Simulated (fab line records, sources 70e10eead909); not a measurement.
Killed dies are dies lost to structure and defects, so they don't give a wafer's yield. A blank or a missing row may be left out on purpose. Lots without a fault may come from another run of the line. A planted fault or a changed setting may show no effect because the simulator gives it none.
Chamber matching | flow nand_harc | NHARC_A_STAIRCASE_TRIM_187 on rie_diel-13: 4 sister chambers
The step chemistry O2, time 211.2 s. 4 wafers are shown with their chamber, then 7 later ones without.

WAFERS WITH THEIR CHAMBER
wafer  | chamber | drypump_motor_current_A (A)
L083.2 | 3       | 6.2
L083.5 | 2       | 5.0
L091.2 | 1       | 6.0
L091.3 | 0       | 6.2

WAFERS WITHOUT THEIR CHAMBER
wafer  | drypump_motor_current_A (A)
L091.5 | 6.1
L092.3 | 5.0
L092.5 | 6.0
L092.6 | 6.2
L094.2 | 6.0
L094.3 | 5.0
L094.5 | 6.1

WHICH CHAMBER EACH WENT THROUGH
wafer  | from the rows above          | in truth
L091.5 | can't be placed: 1 or 0 or 3 | 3
L092.3 | 2                            | 2
L092.5 | 1                            | 1
L092.6 | can't be placed: 0 or 3      | 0
L094.2 | 1                            | 1
L094.3 | 2                            | 2
L094.5 | can't be placed: 1 or 0 or 3 | 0
Placed correctly: 4 of 7. Can't be placed from these rows: 3 (the true chamber is among the candidates in 3). Placed wrongly: 0.
How it was worked out, from the rows above alone: a wafer's distance from a chamber is the root of the sum, over the readings, of the square of ((its reading less the chamber's mean) divided by the reading's scatter). The wafer belongs to the nearest chamber; if the next one is less than 2 further off, it can't be placed. A chamber's mean is the mean of its shown wafers. The scatter: with one shown wafer a chamber, the root of the mean of the squares of how far each hidden wafer lies from its nearest shown one.
